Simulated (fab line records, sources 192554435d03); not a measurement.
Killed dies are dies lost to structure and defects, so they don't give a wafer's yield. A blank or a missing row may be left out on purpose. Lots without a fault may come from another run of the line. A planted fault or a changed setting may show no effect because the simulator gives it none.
fab line records | flow n5_finfet
record lots=5 wafers=15 last_day=15
route steps=1938 shown BEOL_M7@1269
lots that met no fault: from a run of the same line without faults
start_h: hours from the record's first day to the start of the lot's first wafer shown | wait_h: hours since the lot's step before | " the same as in the row above | L1.1+2: a row that stands for several wafers | - no value, or no start given | * or withheld: withheld | < > ~ a bound
route shown NAME@n: a module of which the file shows steps, and the number in the route of the first | usual: mean/standard deviation of fault-free wafers | same: alike in all rows | chamber/n: place in a boat | sites: the reading at each site | _std_site: their standard deviation | _edge_site: outer sites' mean less inner sites' | radius_mm: how far each site lies from the wafer's centre | mask NAME#n: copy n | behind: the tool/chamber that last shaped the wafer | hold: why the lot was held/for how many hours/how that ended | device: the transistor (n, p or np) that didn't switch | end of line: the same wafers' tests at the end of the route | a step without rows: its recipe alone | killed: dies lost to structure and defects at the first sort, not the wafer's yield | map: a wafer's dies, x killed, . not, _ none there
set.NAME: the setting as run; set.NAME@STEP: as run at that earlier step | model.NAME: the simulator's own value behind a step, which no gauge read
lots at some steps of the route; a table a step, a row a wafer
services: from which hour (start_h, from the record's first day; less than 0 if before it) a tool's chamber was out of use, for how many hours, and why
## steps
# step N5_BEOL_M7_COAT_60
# recipe resist=SiARC temp_c=220 time_s=60 spin_rpm=1500 resist_thk_nm=35
# columns lot.wafer tool chamber start_h wait_h
L079.2+3+4 litho_track-02 0 - -
L080.2+4+6 litho_track-02 0 - -
L083.2+3+4 litho_track-05 0 - -
L086.2+4+5 litho_track-02 0 - -
L087.1+3+4 litho_track-05 0 - -
# step N5_BEOL_M7_COAT_05
# recipe resist=CAR-ArF spin_rpm=1500 resist_thk_nm=90
# columns lot.wafer tool chamber start_h wait_h
L079.2+3+4 litho_track-02 0 - -
L080.2+4+6 litho_track-02 0 - -
L083.2+3+4 litho_track-05 0 - -
L086.2+4+5 litho_track-02 0 - -
L087.1+3+4 litho_track-05 0 - -
# step N5_BEOL_M7_EBR_07
# recipe solvent=PGMEA ebr_width_mm=1.5
# columns lot.wafer tool chamber start_h wait_h
L079.2+3+4 litho_track-02 0 - -
L080.2+4+6 litho_track-02 0 - -
L083.2+3+4 litho_track-05 0 - -
L086.2+4+5 litho_track-02 0 - -
L087.1+3+4 litho_track-05 0 - -
# step N5_BEOL_M7_SOFTBAKE_06
# recipe temp_c=110 time_s=60 resist=CAR-ArF
# columns lot.wafer tool chamber start_h wait_h
L079.2+3+4 litho_track-02 0 - -
L080.2+4+6 litho_track-02 0 - -
L083.2+3+4 litho_track-05 0 - -
L086.2+4+5 litho_track-02 0 - -
L087.1+3+4 litho_track-05 0 - -
# step N5_BEOL_M7_EXPOSE_08
# recipe mask_id=M7 na=1.35 source_shape=dipole sigma_inner=0.817 sigma_outer=0.97 polarization=te dose_mj=68.25
# usual focus_offset_nm=-0.1/0.5 stage_vel_mm_s=500.02/0.23
# columns lot.wafer tool chamber start_h wait_h mask focus_offset_nm stage_vel_mm_s
L079.2 arfi_scanner-03 0 238.81 - M7#0 0.1 500.09
L079.3 " 0 " " M7#0 -0.1 499.96
L079.4 " 0 " " M7#0 -0.6 500.09
L080.2 arfi_scanner-02 0 244.71 - M7#0 1.4 499.85
L080.4 " 0 " " M7#0 0.2 499.67
L080.6 " 0 " " M7#0 0.3 499.98
L083.2 arfi_scanner-02 0 249.60 - M7#0 -0.8 500.23
L083.3 " 0 " " M7#0 -0.4 499.86
L083.4 " 0 " " M7#0 0.2 499.94
L086.2 arfi_scanner-01 0 276.29 - M7#0 0.4 499.91
L086.4 " 0 " " M7#0 -0.5 499.74
L086.5 " 0 " " M7#0 -0.4 499.96
L087.1 arfi_scanner-02 0 276.45 - M7#0 -1.0 499.57
L087.3 " 0 " " M7#0 -0.1 500.01
L087.4 " 0 " " M7#0 -0.6 499.93
# step N5_BEOL_M7_PEB_09
# recipe peb_temp_c=withheld peb_time_s=60 resist=CAR-ArF
# columns lot.wafer tool chamber start_h wait_h
L079.2+3+4 litho_track-01 0 238.87 0.0
L080.2+4+6 litho_track-02 0 244.76 0.0
L083.2+3+4 litho_track-05 0 249.66 0.0
L086.2+4+5 litho_track-01 0 276.34 0.0
L087.1+3+4 litho_track-05 0 276.51 0.1
# step N5_BEOL_M7_DEVELOP_10
# recipe develop_time_s=30 developer=TMAH resist=CAR-ArF rinse_liquid=diw dry=air_spin dev_temp_c=23
# columns lot.wafer tool chamber start_h wait_h
L079.2+3+4 litho_track-01 0 - -
L080.2+4+6 litho_track-02 0 - -
L083.2+3+4 litho_track-05 0 - -
L086.2+4+5 litho_track-01 0 - -
L087.1+3+4 litho_track-05 0 - -
# step N5_BEOL_M7_CD_MEAS_11
# recipe target_cd_nm=38.5 landing_energy_ev=500 detector=se_inlens polarity=opening
# usual cd_nm=38.1/0.64
# columns lot.wafer tool chamber start_h wait_h cd_nm
L079.2 cd_sem-01 0 238.94 - 37.8
L079.3 " 0 " " 37.3
L079.4 " 0 " " 38.0
L080.2 cd_sem-02 0 244.83 - 38.4
L080.4 " 0 " " 38.3
L080.6 " 0 " " 38.1
L083.2 cd_sem-02 0 249.73 - 37.0
L083.3 " 0 " " 37.9
L083.4 " 0 " " 37.3
L086.2 cd_sem-03 0 276.41 - 38.9
L086.4 " 0 " " 39.6
L086.5 " 0 " " 39.0
L087.1 cd_sem-02 0 276.57 - 38.4
L087.3 " 0 " " 37.2
L087.4 " 0 " " 38.4
# step N5_BEOL_M7_OVL_MEAS_12
# recipe points_per_wafer=44
# usual M7_OVL=0.1/0.73
# columns lot.wafer tool chamber start_h wait_h M7_OVL[nm]
L079.2 overlay-02 0 238.96 0.0 -1.1
L079.3 " 0 " " 0.1
L079.4 " 0 " " 0.2
L080.2 overlay-01 0 244.86 0.0 0.5
L080.4 " 0 " " -0.1
L080.6 " 0 " " 0.5
L083.2 overlay-02 0 249.76 0.0 0.3
L083.3 " 0 " " -0.9
L083.4 " 0 " " -1.3
L086.2 overlay-01 0 276.44 0.0 0.4
L086.4 " 0 " " 1.0
L086.5 " 0 " " 0.1
L087.1 overlay-02 0 276.61 0.0 0.2
L087.3 " 0 " " 0.9
L087.4 " 0 " " 0.4
# step N5_BEOL_M7_INSPECT_13
# recipe mode=adi inspect_instrument=brightfield
# usual raw_defect_count=434/81
# columns lot.wafer tool chamber start_h wait_h raw_defect_count
L079.2 defect_inspect-01 - 238.99 0.0 322
L079.3 " - " " 391
L079.4 " - " " 389
L080.2 defect_inspect-02 - 244.88 0.0 363
L080.4 " - " " 468
L080.6 " - " " 378
L083.2 defect_inspect-01 - 249.78 0.0 376
L083.3 " - " " 296
L083.4 " - " " 396
L086.2 defect_inspect-01 - 276.46 0.0 392
L086.4 " - " " 385
L086.5 " - " " 422
L087.1 defect_inspect-02 - 276.63 0.0 602
L087.3 " - " " 444
L087.4 " - " " 368
# step N5_BEOL_M7_DESCUM_16
# recipe chemistry=O2 time_s=7.9 source_power_w=50 bias_power_w=20 pressure_mtorr=20 rf_frequency_hz=2.712e+07 temp_c=40 resist=CAR-ArF o2_flow_sccm=225
# usual drypump_motor_current_A=5.7/0.48 oes_product_au=0.81/0.08 rf_vpp_V=243.0/1.3 showerhead_plenum_p_Torr=2.09/0.065 temp_c=40.00/0.11 throttle_valve_pct=20.35/0.23
# columns lot.wafer tool chamber start_h wait_h drypump_motor_current_A oes_product_au rf_hours_counter_h rf_vpp_V showerhead_plenum_p_Torr temp_c throttle_valve_pct
L079.2 rie_diel-05 3 239.11 0.1 5.8 0.71 214 245.4 2.18 39.98 20.86
L079.3 " 0 " " 5.1 0.69 199 242.8 2.01 39.97 20.46
L079.4 " 2 " " 5.0 0.85 - 241.0 2.02 40.07 20.41
L080.2 rie_diel-01 1 244.92 0.0 5.4 0.84 53 243.4 2.05 39.99 20.05
L080.4 " 0 " " 5.5 0.88 45 241.7 2.03 40.16 20.13
L080.6 " 3 " " 6.0 0.83 - 241.8 2.12 39.99 20.35
L083.2 rie_diel-03 3 250.02 0.2 6.5 0.86 53 245.8 2.22 40.12 20.34
L083.3 " 2 " " 5.8 0.77 132 244.4 2.10 40.03 20.28
L083.4 " 1 " " 6.6 0.75 179 241.9 2.06 39.89 20.33
L086.2 rie_diel-03 1 276.50 0.0 6.6 0.73 187 244.2 2.05 40.02 20.31
L086.4 " 3 " " 6.5 0.85 59 245.1 2.22 40.12 20.36
L086.5 " 1 " " 6.6 0.74 - 241.0 2.05 39.91 20.34
L087.1 rie_diel-05 0 276.66 0.0 5.1 0.70 211 239.6 2.01 39.77 20.48
L087.3 " 2 " " 5.0 0.83 96 242.3 2.01 40.12 20.41
L087.4 " 1 " " 5.9 0.98 9 244.2 2.14 40.26 19.96
# step N5_BEOL_M7_ETCH_61
# recipe chemistry=CF4 target=SiARC target_depth_a=455 mask_material=CAR-ArF time_s=75.8 ion_energy_ev=80 pressure_mtorr=40 source_w=545 bias_w=36 Ar_flow_sccm=100 cf4_flow_sccm=100 ends=cleared
# usual drypump_motor_current_A=5.7/0.48 etch_rf_on_time_s=76.7/2.2 oes_product_au=0.68/0.067 rf_vpp_V=184.0/1.1 showerhead_plenum_p_Torr=2.13/0.066 throttle_valve_pct=15.50/0.25
# columns lot.wafer tool chamber start_h wait_h drypump_motor_current_A etch_rf_on_time_s oes_product_au rf_hours_counter_h rf_vpp_V showerhead_plenum_p_Torr throttle_valve_pct
L079.2 rie_diel-05 3 239.15 0.0 5.8 79.7 0.59 214 184.4 2.22 16.00
L079.3 " 0 " " 5.1 77.9 0.60 199 182.9 2.04 15.56
L079.4 " 2 " " 5.0 77.0 0.70 - 182.5 2.07 15.53
L080.2 rie_diel-01 1 244.95 0.0 5.4 81.1 0.69 53 182.7 2.10 15.30
L080.4 " 0 " " 5.5 71.1 0.75 45 183.1 2.08 15.30
L080.6 " 3 " " 6.0 76.0 0.71 - 184.4 2.19 15.60
L083.2 rie_diel-03 3 250.06 0.0 6.5 77.3 0.73 53 186.4 2.25 15.34
L083.3 " 2 " " 5.8 77.2 0.65 132 184.9 2.14 15.52
L083.4 " 1 " " 6.6 76.9 0.64 179 183.6 2.12 15.71
L086.2 rie_diel-03 1 276.53 0.0 6.6 76.3 0.63 187 181.8 2.11 15.72
L086.4 " 3 " " 6.5 75.7 0.72 59 185.4 2.25 15.34
L086.5 " 1 " " 6.6 77.2 0.63 - 183.5 2.11 15.71
L087.1 rie_diel-05 0 276.70 0.0 5.1 77.3 0.59 211 182.1 2.04 15.59
L087.3 " 2 " " 5.0 76.2 0.69 96 183.6 2.06 15.55
L087.4 " 1 " " 5.9 77.2 0.81 9 185.4 2.18 15.08
# step N5_BEOL_M7_ETCH_62
# recipe chemistry=N2/H2 target=SOC target_depth_a=1100 overetch_a=220 mask_material=SiARC temp_c=40 time_s=165 ion_energy_ev=200 pressure_mtorr=30 source_w=840 bias_w=150 n2_flow_sccm=200 h2_flow_sccm=200
# usual drypump_motor_current_A=5.7/0.48 oes_product_au=0.68/0.062 rf_vpp_V=523.7/2.3 showerhead_plenum_p_Torr=2.53/0.081 temp_c=39.99/0.1 throttle_valve_pct=17.70/0.3
# columns lot.wafer tool chamber start_h wait_h drypump_motor_current_A oes_product_au rf_hours_counter_h rf_vpp_V showerhead_plenum_p_Torr temp_c throttle_valve_pct
L079.2 rie_diel-05 3 239.20 0.0 5.8 0.60 214 526.1 2.63 40.14 18.18
L079.3 " 0 " " 5.1 0.61 199 519.4 2.44 40.18 17.92
L079.4 " 2 " " 5.0 0.71 - 520.8 2.45 39.88 17.73
L080.2 rie_diel-01 1 245.01 0.0 5.4 0.72 53 524.3 2.47 39.99 17.28
L080.4 " 0 " " 5.5 0.73 45 519.9 2.46 39.92 17.57
L080.6 " 3 " " 6.1 0.71 - 525.5 2.57 39.88 17.71
L083.2 rie_diel-03 3 250.11 0.0 6.5 0.73 53 528.2 2.69 40.21 17.64
L083.3 " 2 " " 5.8 0.65 132 524.2 2.56 39.95 17.66
L083.4 " 1 " " 6.6 0.64 179 523.3 2.51 39.98 17.81
L086.2 rie_diel-03 1 276.59 0.0 6.6 0.64 187 525.0 2.51 39.86 17.80
L086.4 " 3 " " 6.5 0.72 59 527.4 2.68 39.90 17.64
L086.5 " 1 " " 6.6 0.63 - 522.2 2.51 40.09 17.81
L087.1 rie_diel-05 0 276.75 0.0 5.1 0.60 211 522.0 2.43 39.87 17.92
L087.3 " 2 " " 5.0 0.70 96 521.5 2.44 39.89 17.75
L087.4 " 1 " " 5.9 0.82 9 525.1 2.59 40.14 17.20
# step N5_BEOL_M7_STRIP_68
# recipe chemistry=N2/H2 temp_c=40 n2_flow_sccm=200 h2_flow_sccm=200 rf_frequency_hz=6e+07
# columns lot.wafer tool chamber start_h wait_h
L079.2+3+4 rie_diel-05 3,0,2 239.34 0.1
L080.2+4+6 rie_diel-01 1,0,3 245.14 0.1
L083.2+3+4 rie_diel-03 3,2,1 250.25 0.1
L086.2+4+5 rie_diel-03 1,3,1 276.73 0.1
L087.1+3+4 rie_diel-05 0,2,1 276.89 0.1
# step N5_BEOL_M7_STRIP_67
# recipe chemistry=CF4 resist=SiARC power_w=300 bias_power_w=75 pressure_mtorr=50 cf4_flow_sccm=150 rf_frequency_hz=6e+07
# usual drypump_motor_current_A=5.7/0.48 oes_product_au=0.80/0.074 rf_vpp_V=271.1/1.5 showerhead_plenum_p_Torr=1.78/0.051 throttle_valve_pct=13.45/0.28
# columns lot.wafer tool chamber start_h wait_h drypump_motor_current_A oes_product_au rf_hours_counter_h rf_vpp_V showerhead_plenum_p_Torr throttle_valve_pct
L079.2 rie_diel-05 3 239.35 0.0 5.8 0.71 214 271.4 1.85 13.97
L079.3 " 0 " " 5.1 0.71 199 269.1 1.71 13.59
L079.4 " 2 " " 5.0 0.83 - 270.9 1.74 13.55
L080.2 rie_diel-01 1 245.15 0.0 5.4 0.84 53 271.0 1.75 13.21
L080.4 " 0 " " 5.5 0.85 45 269.9 1.72 13.19
L080.6 " 3 " " 6.0 0.83 - 271.2 1.82 13.49
L083.2 rie_diel-03 3 250.26 0.0 6.5 0.86 53 273.2 1.86 13.20
L083.3 " 2 " " 5.8 0.76 132 272.8 1.78 13.46
L083.4 " 1 " " 6.6 0.75 179 271.7 1.78 13.73
L086.2 rie_diel-03 1 276.74 0.0 6.6 0.75 187 271.9 1.78 13.78
L086.4 " 3 " " 6.5 0.85 59 273.1 1.86 13.20
L086.5 " 1 " " 6.6 0.75 - 271.3 1.78 13.76
L087.1 rie_diel-05 0 276.90 0.0 5.1 0.70 211 270.5 1.71 13.60
L087.3 " 2 " " 5.1 0.82 96 270.8 1.74 13.56
L087.4 " 1 " " 6.0 0.97 9 273.5 1.82 13.02
# step N5_BEOL_M7_HM_OPEN_17
# recipe chemistry=Cl2/BCl3 target_depth_a=200 overetch_a=60 target=TiN mask_material=SOC ion_energy_ev=150 pressure_mtorr=10 icp_w=1000 bias_w=126 Cl2_flow_sccm=53.25 bcl3_flow_sccm=21.75 Ar_flow_sccm=25
# usual drypump_motor_current_A=5.7/0.36 oes_product_au=0.69/0.1 throttle_valve_pct=22.18/0.21
# columns lot.wafer tool chamber start_h wait_h drypump_motor_current_A oes_product_au rf_hours_counter_h throttle_valve_pct
L079.2 rie_metal-02 0 239.39 0.0 5.8 0.79 5 22.16
L079.3 " 0 " " 5.8 0.79 - 22.15
L079.4 " 1 " " 5.8 0.53 - 22.39
L080.2 rie_metal-02 0 245.24 0.1 5.8 0.78 - 22.16
L080.4 " 0 " " 5.8 0.78 - 22.16
L080.6 " 0 " " 5.8 0.79 - 22.15
L083.2 rie_metal-03 0 250.33 0.1 5.9 0.66 - 22.31
L083.3 " 0 " " 5.9 0.65 - 22.31
L083.4 " 0 " " 5.9 0.65 - 22.32
L086.2 rie_metal-03 0 276.78 0.0 5.9 0.65 39 22.30
L086.4 " 0 " " 5.9 0.65 - 22.29
L086.5 " 1 " " 5.3 0.79 - 22.24
L087.1 rie_metal-03 0 276.94 0.0 5.9 0.65 39 22.31
L087.3 " 0 " " 5.9 0.64 - 22.31
L087.4 " 1 " " 5.3 0.78 - 22.24
# step N5_BEOL_M7_STRIP_19
# recipe chemistry=O2 power_w=400 temp_c=40 pressure_mtorr=30 rf_frequency_hz=6e+07 bias_power_w=0 overash_fraction=0.2 o2_flow_sccm=225
# usual drypump_motor_current_A=5.8/0.51 oes_product_au=0.81/0.08 rf_vpp_V=3.6/0.59 showerhead_plenum_p_Torr=2.09/0.067 temp_c=39.99/0.11 throttle_valve_pct=16.60/0.23
# columns lot.wafer tool chamber start_h wait_h drypump_motor_current_A oes_product_au rf_hours_counter_h rf_vpp_V showerhead_plenum_p_Torr temp_c throttle_valve_pct
L079.2 rie_diel-05 2 239.50 0.1 5.0 0.84 84 3.7 2.02 39.83 16.62
L079.3 " 3 " " 5.8 0.71 214 3.3 2.18 39.94 17.12
L079.4 " 3 " " 5.8 0.71 - 3.0 2.18 39.97 17.13
L080.2 rie_diel-05 0 245.44 0.2 5.1 0.70 201 3.1 2.01 39.80 16.73
L080.4 " 2 " " 5.0 0.84 86 3.7 2.02 39.87 16.63
L080.6 " 1 " " 5.9 1.04 - 4.1 2.15 39.80 16.15
L083.2 rie_diel-03 0 250.50 0.1 6.0 0.81 82 4.5 2.10 39.89 16.62
L083.3 " 1 " " 6.6 0.74 179 3.0 2.06 40.13 16.68
L083.4 " 3 " " 6.5 0.87 53 3.6 2.22 40.01 16.48
L086.2 rie_diel-05 0 276.92 0.1 5.1 0.69 211 3.9 2.01 40.09 16.76
L086.4 " 2 " " 5.0 0.83 96 3.6 2.02 40.04 16.66
L086.5 " 1 " " 5.9 0.98 - 4.3 2.14 40.09 16.17
L087.1 rie_diel-03 2 277.05 0.1 5.8 0.75 140 3.8 2.10 39.89 16.62
L087.3 " 1 " " 6.6 0.73 187 3.7 2.06 39.85 16.67
L087.4 " 0 " " 6.0 0.79 91 4.8 2.10 40.25 16.65
# step N5_BEOL_M7_CD_MEAS_18
# recipe pitch_nm=80 target_cd_nm=40
# usual cd_nm=39.6/0.77
# columns lot.wafer tool chamber start_h wait_h cd_nm
L079.2 cd_sem-02 - 239.57 0.1 37.8
L079.3 " - " " 38.9
L079.4 " - " " 38.9
L080.2 cd_sem-02 - 245.51 0.1 39.5
L080.4 " - " " 39.7
L080.6 " - " " 39.6
L083.2 cd_sem-02 - 250.58 0.1 38.5
L083.3 " - " " 39.2
L083.4 " - " " 38.9
L086.2 cd_sem-02 - 276.99 0.1 40.0
L086.4 " - " " 41.5
L086.5 " - " " 40.2
L087.1 cd_sem-01 - 277.13 0.1 40.3
L087.3 " - " " 38.3
L087.4 " - " " 39.9
# step N5_BEOL_M7_COAT_63
# recipe resist=SOC temp_c=250 time_s=60 spin_rpm=1500 resist_thk_nm=60
# columns lot.wafer tool chamber start_h wait_h
L079.2+3+4 litho_track-01 0 243.17 3.6
L080.2+4+6 litho_track-05 0 245.55 0.0
L083.2+3+4 litho_track-01 0 253.19 2.6
L086.2+4+5 litho_track-01 0 277.38 0.4
L087.1+3+4 litho_track-05 0 280.39 3.3
# step N5_BEOL_M7_COAT_64
# recipe resist=SiARC temp_c=220 time_s=60 spin_rpm=1500 resist_thk_nm=12
# columns lot.wafer tool chamber start_h wait_h
L079.2+3+4 litho_track-01 0 - -
L080.2+4+6 litho_track-05 0 - -
L083.2+3+4 litho_track-01 0 - -
L086.2+4+5 litho_track-01 0 - -
L087.1+3+4 litho_track-05 0 - -
# step N5_BEOL_M7_COAT_71
# recipe resist=underlayer temp_c=205 time_s=60 spin_rpm=1500 resist_thk_nm=5
# columns lot.wafer tool chamber start_h wait_h
L079.2+3+4 litho_track-01 0 - -
L080.2+4+6 litho_track-05 0 - -
L083.2+3+4 litho_track-01 0 - -
L086.2+4+5 litho_track-01 0 - -
L087.1+3+4 litho_track-05 0 - -
# step N5_BEOL_M7_COAT_22
# recipe resist=CAR-EUV spin_rpm=1500 resist_thk_nm=30
# columns lot.wafer tool chamber start_h wait_h
L079.2+3+4 litho_track-01 0 - -
L080.2+4+6 litho_track-05 0 - -
L083.2+3+4 litho_track-01 0 - -
L086.2+4+5 litho_track-01 0 - -
L087.1+3+4 litho_track-05 0 - -
# step N5_BEOL_M7_EBR_24
# recipe solvent=PGMEA ebr_width_mm=1.5
# columns lot.wafer tool chamber start_h wait_h
L079.2+3+4 litho_track-01 0 - -
L080.2+4+6 litho_track-05 0 - -
L083.2+3+4 litho_track-01 0 - -
L086.2+4+5 litho_track-01 0 - -
L087.1+3+4 litho_track-05 0 - -
# step N5_BEOL_M7_SOFTBAKE_23
# recipe temp_c=110 time_s=60 resist=CAR-EUV
# columns lot.wafer tool chamber start_h wait_h
L079.2+3+4 litho_track-01 0 - -
L080.2+4+6 litho_track-05 0 - -
L083.2+3+4 litho_track-01 0 - -
L086.2+4+5 litho_track-01 0 - -
L087.1+3+4 litho_track-05 0 - -
# step N5_BEOL_M7_EXPOSE_25
# recipe mask_id=V6 na=0.33 source_shape=annular sigma_inner=0.4 sigma_outer=0.8 polarization=unpolarized target_cd_nm=40 dose_mj=42.5
# usual focus_offset_nm=0.0/0.47
# columns lot.wafer tool chamber start_h wait_h mask focus_offset_nm
L079.2 euv_scanner-01 0 243.44 - V6#0 -0.2
L079.3 " 0 " " V6#0 0.0
L079.4 " 0 " " V6#0 0.4
L080.2 euv_scanner-02 0 245.79 - V6#0 1.1
L080.4 " 0 " " V6#0 1.0
L080.6 " 0 " " V6#0 0.4
L083.2 euv_scanner-01 0 253.46 - V6#0 0.4
L083.3 " 0 " " V6#0 -1.4
L083.4 " 0 " " V6#0 -0.1
L086.2 euv_scanner-02 0 277.64 - V6#0 0.7
L086.4 " 0 " " V6#0 -0.4
L086.5 " 0 " " V6#0 0.1
L087.1 euv_scanner-02 0 280.53 - V6#0 -0.7
L087.3 " 0 " " V6#0 0.1
L087.4 " 0 " " V6#0 0.3
# step N5_BEOL_M7_PEB_26
# recipe peb_temp_c=100 peb_time_s=60 resist=CAR-EUV
# columns lot.wafer tool chamber start_h wait_h
L079.2+3+4 litho_track-02 0 243.50 0.1
L080.2+4+6 litho_track-02 0 245.84 0.1
L083.2+3+4 litho_track-01 0 253.52 0.1
L086.2+4+5 litho_track-01 0 277.70 0.1
L087.1+3+4 litho_track-01 0 280.59 0.1
# step N5_BEOL_M7_DEVELOP_27
# recipe develop_time_s=30 developer=TMAH resist=CAR-EUV rinse_liquid=surfactant_rinse dry=air_spin dev_temp_c=23
# columns lot.wafer tool chamber start_h wait_h
L079.2+3+4 litho_track-02 0 - -
L080.2+4+6 litho_track-02 0 - -
L083.2+3+4 litho_track-01 0 - -
L086.2+4+5 litho_track-01 0 - -
L087.1+3+4 litho_track-01 0 - -
# step N5_BEOL_M7_CD_MEAS_28
# recipe target_cd_nm=40 landing_energy_ev=500 detector=se_inlens
# usual cd_nm=39.94/0.26
# columns lot.wafer tool chamber start_h wait_h cd_nm
L079.2 cd_sem-03 0 243.57 - 39.76
L079.3 " 0 " " 40.17
L079.4 " 0 " " 40.03
L080.2 cd_sem-02 0 245.91 - 39.36
L080.4 " 0 " " 40.39
L080.6 " 0 " " 39.98
L083.2 cd_sem-02 0 253.59 - 40.05
L083.3 " 0 " " 40.00
L083.4 " 0 " " 39.56
L086.2 cd_sem-02 0 277.77 - 39.94
L086.4 " 0 " " 39.81
L086.5 " 0 " " 40.37
L087.1 cd_sem-01 0 280.66 - 39.94
L087.3 " 0 " " 39.98
L087.4 " 0 " " 39.96
# step N5_BEOL_M7_OVL_MEAS_29
# recipe points_per_wafer=522
# usual V6_OVL=0.1/0.59
# columns lot.wafer tool chamber start_h wait_h V6_OVL[nm]
L079.2 overlay-01 0 243.60 0.0 -0.1
L079.3 " 0 " " -0.5
L079.4 " 0 " " 0.8
L080.2 overlay-02 0 245.95 0.0 -0.1
L080.4 " 0 " " 1.4
L080.6 " 0 " " 0.3
L083.2 overlay-02 0 253.62 0.0 -1.3
L083.3 " 0 " " 0.2
L083.4 " 0 " " -0.6
L086.2 overlay-02 0 277.81 0.0 0.9
L086.4 " 0 " " 0.7
L086.5 " 0 " " 0.3
L087.1 overlay-02 0 280.69 0.0 0.5
L087.3 " 0 " " -0.3
L087.4 " 0 " " 0.5
# step N5_BEOL_M7_INSPECT_30
# recipe mode=adi inspect_instrument=brightfield
# usual raw_defect_count=434/80
# columns lot.wafer tool chamber start_h wait_h raw_defect_count
L079.2 defect_inspect-02 - 243.66 0.0 315
L079.3 " - " " 372
L079.4 " - " " 371
L080.2 defect_inspect-01 - 246.00 0.0 366
L080.4 " - " " 454
L080.6 " - " " 370
L083.2 defect_inspect-01 - 253.68 0.0 409
L083.3 " - " " 288
L083.4 " - " " 382
L086.2 defect_inspect-02 - 277.86 0.0 406
L086.4 " - " " 373
L086.5 " - " " 415
L087.1 defect_inspect-02 - 280.75 0.1 556
L087.3 " - " " 437
L087.4 " - " " 405
# step N5_BEOL_M7_DESCUM_33
# recipe chemistry=O2 time_s=7 source_power_w=50 bias_power_w=20 pressure_mtorr=20 rf_frequency_hz=2.712e+07 temp_c=40 resist=CAR-EUV o2_flow_sccm=225
# usual drypump_motor_current_A=5.8/0.49 oes_product_au=0.80/0.078 rf_vpp_V=243.2/1.2 showerhead_plenum_p_Torr=2.09/0.06 temp_c=39.99/0.12 throttle_valve_pct=20.34/0.2
# columns lot.wafer tool chamber start_h wait_h drypump_motor_current_A oes_product_au rf_hours_counter_h rf_vpp_V showerhead_plenum_p_Torr temp_c throttle_valve_pct
L079.2 rie_diel-03 0 243.69 0.0 6.0 0.82 80 244.4 2.10 40.16 20.42
L079.3 " 2 " " 5.8 0.76 129 244.1 2.10 40.01 20.25
L079.4 " 3 " " 6.5 0.86 50 244.4 2.22 40.10 20.33
L080.2 rie_diel-03 2 246.03 0.0 5.8 0.77 130 244.2 2.10 40.08 20.27
L080.4 " 3 " " 6.5 0.86 51 245.5 2.22 39.97 20.34
L080.6 " 2 " " 5.8 0.76 - 243.6 2.10 39.82 20.27
L083.2 rie_diel-03 3 253.71 0.0 6.5 0.86 54 244.6 2.22 39.83 20.36
L083.3 " 2 " " 5.8 0.77 133 243.8 2.10 40.23 20.26
L083.4 " 1 " " 6.6 0.74 180 242.8 2.06 39.91 20.33
L086.2 rie_diel-03 2 277.89 0.0 5.8 0.76 141 246.0 2.09 39.83 20.29
L086.4 " 1 " " 6.6 0.74 188 243.7 2.05 39.95 20.33
L086.5 " 1 " " 6.6 0.73 - 242.6 2.05 39.97 20.34
L087.1 rie_diel-05 0 280.78 0.0 5.2 0.69 212 241.6 2.01 39.96 20.46
L087.3 " 3 " " 5.8 0.70 227 243.6 2.17 39.78 20.87
L087.4 " 2 " " 5.1 0.83 97 239.6 2.01 40.04 20.43
# step N5_BEOL_M7_ETCH_72
# recipe chemistry=N2/H2 target=underlayer target_depth_a=65 mask_material=CAR-EUV time_s=5.2 ion_energy_ev=200 pressure_mtorr=30 source_w=840 bias_w=150 n2_flow_sccm=200 h2_flow_sccm=200 ends=cleared
# usual drypump_motor_current_A=5.8/0.49 etch_rf_on_time_s=5.23/0.17 oes_product_au=0.68/0.064 rf_vpp_V=523.8/2.4 showerhead_plenum_p_Torr=2.53/0.074 throttle_valve_pct=17.74/0.27
# columns lot.wafer tool chamber start_h wait_h drypump_motor_current_A etch_rf_on_time_s oes_product_au rf_hours_counter_h rf_vpp_V showerhead_plenum_p_Torr throttle_valve_pct
L079.2 rie_diel-03 0 243.73 0.0 6.1 5.05 0.70 80 526.9 2.57 18.12
L079.3 " 2 " " 5.8 5.37 0.64 129 523.1 2.56 17.69
L079.4 " 3 " " 6.5 5.29 0.73 50 524.2 2.69 17.66
L080.2 rie_diel-03 2 246.07 0.0 5.8 5.36 0.65 130 524.6 2.56 17.69
L080.4 " 3 " " 6.5 5.28 0.73 51 527.7 2.69 17.68
L080.6 " 2 " " 5.8 5.29 0.63 - 523.3 2.56 17.69
L083.2 rie_diel-03 3 253.74 0.0 6.5 5.24 0.73 54 527.7 2.69 17.67
L083.3 " 2 " " 5.8 5.31 0.64 133 526.4 2.56 17.70
L083.4 " 1 " " 6.6 5.22 0.63 180 522.8 2.51 17.85
L086.2 rie_diel-03 2 277.93 0.0 5.8 5.33 0.64 141 525.0 2.55 17.72
L086.4 " 1 " " 6.6 5.31 0.62 188 523.7 2.51 17.83
L086.5 " 1 " " 6.6 5.32 0.63 - 523.0 2.51 17.85
L087.1 rie_diel-05 0 280.82 0.0 5.2 5.35 0.59 212 518.9 2.43 17.97
L087.3 " 3 " " 5.8 5.45 0.58 227 524.0 2.62 18.22
L087.4 " 2 " " 5.0 5.16 0.70 97 522.0 2.44 17.79
## services
# columns tool chamber start_h hours kind
arfi_scanner-01 - 214.71 4.9 pm
rie_diel-05 3 215.05 2.0 repair
arfi_scanner-02 0 217.64 - calibration
arfi_scanner-02 - 221.72 1.0 pm
arfi_scanner-01 - 221.89 2.7 repair
arfi_scanner-03 - 222.72 1.0 pm
rie_metal-03 - 225.39 1.4 pm
euv_scanner-02 0 226.92 - calibration
euv_scanner-01 - 231.02 12.0 pm
rie_metal-03 1 231.34 - clean
rie_metal-03 1 231.34 21.0 scheduled_down
rie_metal-03 1 231.34 21.0 vent_cycle
arfi_scanner-02 - 240.25 1.3 pm
arfi_scanner-01 - 243.68 1.3 pm
euv_scanner-01 - 244.48 4.6 pm
arfi_scanner-03 - 254.25 1.0 pm
euv_scanner-01 - 254.73 1.0 pm
rie_diel-03 3 256.81 3.9 repair
arfi_scanner-01 - 261.34 3.9 pm
euv_scanner-02 - 269.91 1.0 pm
arfi_scanner-03 - 271.90 0.8 pm
arfi_scanner-01 - 273.38 1.0 pm
arfi_scanner-02 - 276.65 7.0 repair
rie_metal-03 0 277.46 1.2 repair
## key
fault none
